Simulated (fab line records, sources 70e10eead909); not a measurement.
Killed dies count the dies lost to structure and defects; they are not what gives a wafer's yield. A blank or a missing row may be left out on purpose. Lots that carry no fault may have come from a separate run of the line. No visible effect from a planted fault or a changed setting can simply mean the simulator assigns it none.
Which of the tools did it? -- flow nand_harc -- Sampling: 15 lots, 45 wafers, 5 of 1302 route steps

WHAT THE GAUGES SHOWED, per wafer
NHARC_END_SORT_01. Usual: killed_at_array 50, standard deviation 14; killed_at_other 0.9, standard deviation 1; killed_at_periphery 3.9, standard deviation 2.5; killed_dies 55, standard deviation 15; killed_open 3.5, standard deviation 1.9; killed_short 2.5, standard deviation 1.7.
lot,measured,on,killed_at_array,killed_at_other,killed_at_periphery,killed_dies,killed_open,killed_short,flag
L374,day 29 07:17,prober-01,47 45 47,0 0 0,5 11 8,52 56 55,2 5 5,2 4 2,
L376,day 29 22:16,prober-01,53 64 63,0 0 2,67 55 66,120 119 131,4 10 3,2 0 5,OFF
L377,day 29 22:13,prober-02,49 53 42,1 1 1,61 66 55,111 120 98,4 5 2,6 1 0,OFF
L378,day 30 22:38,prober-01,60 68 61,2 3 2,55 63 61,117 134 124,2 5 3,1 2 3,OFF
L384,day 34 06:47,prober-02,58 69 48,0 0 0,1 2 3,59 71 51,1 1 1,1 1 3,

EACH LOT AND THE TOOL THAT RAN IT (in order: tool; ch and the chambers of the sampled wafers; start)
lot,NHARC_P_STI_HDPCVD_20,NHARC_THIN_TSV_PVD_51,NHARC_THIN_TSV_DEGAS_53,NHARC_THIN_TSV_PRE_CLEAN_54
L362,"hdpcvd-01 ch 0,1, day 3 08:58","pvd_sputter-03, day 23 15:43 or earlier","pvd_sputter-01, day 23 15:43","pvd_sputter-01, day 23 15:47"
L363,"hdpcvd-01 ch 0,1, day 3 15:47","pvd_sputter-03, day 24 14:45 or earlier","pvd_sputter-02, day 24 14:45","pvd_sputter-02, day 24 14:49"
L364,"hdpcvd-01 ch 0, day 3 23:41","pvd_sputter-02, day 24 17:44 or earlier","pvd_sputter-03, day 24 17:44","pvd_sputter-03, day 24 17:52"
L365,"hdpcvd-01 ch 0,1, day 4 10:04","pvd_sputter-03, day 24 13:24 or earlier","pvd_sputter-02, day 24 13:24","pvd_sputter-02, day 24 13:28"
L367,"hdpcvd-01 ch 0,1, day 5 06:57","pvd_sputter-03, day 25 21:46 or earlier","pvd_sputter-03, day 25 21:46","pvd_sputter-03, day 25 21:51"
L368,"hdpcvd-01 ch 0,1, day 5 18:26","pvd_sputter-02, day 26 05:47 or earlier","pvd_sputter-02, day 26 05:47","pvd_sputter-02, day 26 05:51"
L369,"hdpcvd-01 ch 1, day 6 04:44","pvd_sputter-03, day 26 20:12 or earlier","pvd_sputter-02, day 26 20:12","pvd_sputter-02, day 26 20:17"
L372,"hdpcvd-01 ch 0,1, day 7 06:19","pvd_sputter-03, day 28 04:41 or earlier","pvd_sputter-01, day 28 04:41","pvd_sputter-01, day 28 04:47"
L374,"hdpcvd-01 ch 0,1, day 8 03:22","pvd_sputter-01, day 28 19:05 or earlier","pvd_sputter-02, day 28 19:05","pvd_sputter-02, day 28 19:10"
L375,"hdpcvd-01 ch 0, day 8 16:31","pvd_sputter-01, day 29 18:59 or earlier","pvd_sputter-01, day 29 18:59","pvd_sputter-01, day 29 19:05"
L376,"hdpcvd-01 ch 0,1, day 9 06:04","pvd_sputter-02, day 29 13:10 or earlier","pvd_sputter-02, day 29 13:10","pvd_sputter-02, day 29 13:14"
L377,"hdpcvd-01 ch 1, day 9 11:07","pvd_sputter-03, day 29 12:01 or earlier","pvd_sputter-01, day 29 12:01","pvd_sputter-01, day 29 12:07"
L378,"hdpcvd-01 ch 0, day 9 21:40","pvd_sputter-01, day 30 10:37 or earlier","pvd_sputter-02, day 30 10:37","pvd_sputter-02, day 30 10:40"
L384,"hdpcvd-01 ch 0,1, day 12 10:35","pvd_sputter-03, day 33 14:25 or earlier","pvd_sputter-02, day 33 14:25","pvd_sputter-02, day 33 14:29"
L385,"hdpcvd-01 ch 0,1, day 12 21:14","pvd_sputter-03, day 32 16:05","pvd_sputter-02, day 32 17:50","pvd_sputter-02, day 32 17:53"
- NHARC_P_STI_HDPCVD_20: deposits SiO2.
- NHARC_THIN_TSV_PVD_51: deposits Cu, target thk 100 nm.
- NHARC_THIN_TSV_DEGAS_53: time 60 s.
- NHARC_THIN_TSV_PRE_CLEAN_54: time 30 s.

AS READ BY THE TOOLS THEMSELVES (means over the sampled wafers that have a number; for cases with no such wafer, the mark the record gives instead)
NHARC_THIN_TSV_PVD_51. Usual: throttle_valve_pct at 30.5 %, with a standard deviation of 0.75.
lot,tool,throttle_valve_pct (%),flag
L362,pvd_sputter-03,30.9,
L363,pvd_sputter-03,30.9,
L364,pvd_sputter-02,30.4,
L365,pvd_sputter-03,30.9,
L367,pvd_sputter-03,31.1,
L368,pvd_sputter-02,30.1,
L369,pvd_sputter-03,30.8,
L372,pvd_sputter-03,31.2,
L374,pvd_sputter-01,29.1,
L375,pvd_sputter-01,29.3,
L376,pvd_sputter-02,30.0,
L377,pvd_sputter-03,31.2,
L378,pvd_sputter-01,29.1,
L384,pvd_sputter-03,30.8,
L385,pvd_sputter-03,30.5,

NHARC_THIN_TSV_DEGAS_53. Usual: heater_power_w at 453 W, with a standard deviation of 47.
lot,tool,heater_power_w (W),flag
L362,pvd_sputter-01,449,
L363,pvd_sputter-02,441,
L364,pvd_sputter-03,435,
L365,pvd_sputter-02,454,
L367,pvd_sputter-03,419,
L368,pvd_sputter-02,452,
L369,pvd_sputter-02,512,
L372,pvd_sputter-01,473,
L374,pvd_sputter-02,439,
L375,pvd_sputter-01,410,
L376,pvd_sputter-02,433,
L377,pvd_sputter-01,446,
L378,pvd_sputter-02,458,
L384,pvd_sputter-02,471,
L385,pvd_sputter-02,460,

NHARC_THIN_TSV_PRE_CLEAN_54. Usual: heater_power_w at 397 W, with a standard deviation of 40.
lot,tool,heater_power_w (W),flag
L362,pvd_sputter-01,397,
L363,pvd_sputter-02,426,
L364,pvd_sputter-03,384,
L365,pvd_sputter-02,451,
L367,pvd_sputter-03,387,
L368,pvd_sputter-02,453,
L369,pvd_sputter-02,407,
L372,pvd_sputter-01,357,
L374,pvd_sputter-02,375,
L375,pvd_sputter-01,423,
L376,pvd_sputter-02,398,
L377,pvd_sputter-01,394,
L378,pvd_sputter-02,408,
L384,pvd_sputter-02,410,
L385,pvd_sputter-02,372,

THE ANSWER, worked out from the rows above alone
Rule: a lot counts as off when the mean over its wafers that have a number is more than 3 standard deviations away from the usual mean. Also off: a lot with no number at a reading for which 4 or more lots have one. All remaining lots with rows at the step are treated as sound. After the gauges, taken in route order, come the tools' own readings; for these a lot's mean is taken, as printed above. The first step at which some lot is off is used, and at that step the reading that is off furthest; a lot without a number counts as furthest.
Off, at NHARC_END_SORT_01 on killed_at_periphery: L376, L377, L378. Neither off nor sound, because the step has no rows for them: L362, L363, L364, L365, L367, L368, L369, L372, L375, L385.
If a tool, at a process step before that reading, ran all the lots that are off and no sound lot after the first of them, it fits. Gauges at NHARC_END_SORT_01: tried the same way as those tools. Because NHARC_THIN_TSV_PVD_51 lacks a start for some lots, the hours and order of its lots are taken from NHARC_THIN_TSV_DEGAS_53. Not one of the candidates tried fits.

WHAT WAS PUT IN BY THE SIMULATOR
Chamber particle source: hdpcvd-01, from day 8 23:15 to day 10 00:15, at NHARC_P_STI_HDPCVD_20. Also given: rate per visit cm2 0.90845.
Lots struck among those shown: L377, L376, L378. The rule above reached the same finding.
